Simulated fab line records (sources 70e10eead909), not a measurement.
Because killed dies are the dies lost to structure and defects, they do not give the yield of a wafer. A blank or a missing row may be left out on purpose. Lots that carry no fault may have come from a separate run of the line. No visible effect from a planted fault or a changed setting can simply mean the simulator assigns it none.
Chamber matching || flow nand harc || pecvd-04 running NHARC_P_M2_DEP_33: 3 sister chambers
The step deposits SiCN, target thk 30 nm. 6 wafers are shown with their chamber, then 11 later ones without.

== WAFERS PAIRED WITH THEIR CHAMBERS ==
{"wafer": "L086.3", "chamber": 1, "heater power w (W)": 585}
{"wafer": "L086.6", "chamber": 1, "heater power w (W)": 590}
{"wafer": "L086.5", "chamber": 0, "heater power w (W)": 501}
{"wafer": "L085.4", "chamber": 0, "heater power w (W)": 603}
{"wafer": "L085.5", "chamber": 2, "heater power w (W)": 431}
{"wafer": "L088.1", "chamber": 2, "heater power w (W)": 438}

== WAFERS WHOSE CHAMBER IS MISSING ==
{"wafer": "L088.3", "heater power w (W)": 522}
{"wafer": "L088.4", "heater power w (W)": 559}
{"wafer": "L091.1", "heater power w (W)": 568}
{"wafer": "L091.3", "heater power w (W)": 434}
{"wafer": "L091.5", "heater power w (W)": 409}
{"wafer": "L093.1", "heater power w (W)": 558}
{"wafer": "L093.3", "heater power w (W)": 404}
{"wafer": "L093.5", "heater power w (W)": 406}
{"wafer": "L096.1", "heater power w (W)": 538}
{"wafer": "L096.2", "heater power w (W)": 542}
{"wafer": "L096.3", "heater power w (W)": 367}

== WHICH CHAMBER EACH WENT THROUGH ==
{"wafer": "L088.3", "from the rows above": "can't be placed: 0 or 1 or 2", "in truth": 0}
{"wafer": "L088.4", "from the rows above": "can't be placed: 0 or 1", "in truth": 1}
{"wafer": "L091.1", "from the rows above": "can't be placed: 0 or 1", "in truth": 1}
{"wafer": "L091.3", "from the rows above": 2, "in truth": 2}
{"wafer": "L091.5", "from the rows above": 2, "in truth": 2}
{"wafer": "L093.1", "from the rows above": "can't be placed: 0 or 1", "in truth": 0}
{"wafer": "L093.3", "from the rows above": 2, "in truth": 2}
{"wafer": "L093.5", "from the rows above": 2, "in truth": 2}
{"wafer": "L096.1", "from the rows above": "can't be placed: 0 or 1", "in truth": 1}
{"wafer": "L096.2", "from the rows above": "can't be placed: 0 or 1", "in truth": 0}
{"wafer": "L096.3", "from the rows above": 2, "in truth": 2}
5 of 11 placed correctly. Unplaceable from these rows: 6, with the true chamber sitting among the candidates in 6. Wrongly placed: 0.
How it was worked out, from the rows above alone: a wafer's distance from a chamber is the root of the sum, over the readings, of the square of ((its reading less the chamber's mean) divided by the reading's scatter). If the next closest chamber is less than 2 further off than the closest, the wafer can't be placed; otherwise it belongs to the closest. For every chamber, the mean is computed from those of its wafers that are shown. The scatter is the square root of a quotient: the sum, over the shown wafers, of each reading's squared deviation from its chamber's mean, divided by wafers minus chambers.
